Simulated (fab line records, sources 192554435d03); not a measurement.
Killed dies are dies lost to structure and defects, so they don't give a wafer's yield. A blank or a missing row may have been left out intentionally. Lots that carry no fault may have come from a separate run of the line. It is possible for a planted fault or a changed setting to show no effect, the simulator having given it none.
Chamber matching	flow n5Finfet	pecvd-03 running N5_BEOL_M12_ILD_DEP_00: 3 sister chambers
The step deposits SiOC from DEMS/O2, target thk 658.92 nm, time 130.7 s. 3 wafers are shown with their chamber, then 10 later ones without.

## EACH WAFER AND ITS CHAMBER
wafer	chamber	throttleValvePct (%)
L080.4	2	11.1
L087.1	1	11.8
L087.2	0	12.3

## WAFERS WITH NO CHAMBER GIVEN
wafer	throttleValvePct (%)
L087.5	11.2
L091.2	11.4
L091.5	12.4
L091.6	12.3
L095.2	12.0
L095.5	12.3
L095.6	12.2
L094.1	11.6
L094.3	12.4
L094.4	12.0

## EACH ONE'S CHAMBER
wafer	from the rows above	in truth
L087.5	2	2
L091.2	can't be placed: 2 or 1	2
L091.5	0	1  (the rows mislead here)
L091.6	0	0
L095.2	can't be placed: 1 or 0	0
L095.5	0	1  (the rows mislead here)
L095.6	can't be placed: 0 or 1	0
L094.1	can't be placed: 1 or 2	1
L094.3	0	0
L094.4	can't be placed: 1 or 0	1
3 of 10 placed correctly. Cannot be placed on the basis of these rows: 5; the candidates contain the true chamber in 5. Placed wrongly: 2.
How it was worked out, from the rows above alone: a wafer's distance from a chamber is the root of the sum, over the readings, of the square of ((its reading less the chamber's mean) divided by the reading's scatter). If the next closest chamber is less than 2 further off than the closest, the wafer can't be placed; otherwise it belongs to the closest. A chamber's mean is the mean of its shown wafers. The scatter: with one shown wafer a chamber, the root of the mean of the squares of how far each hidden wafer lies from its nearest shown one.
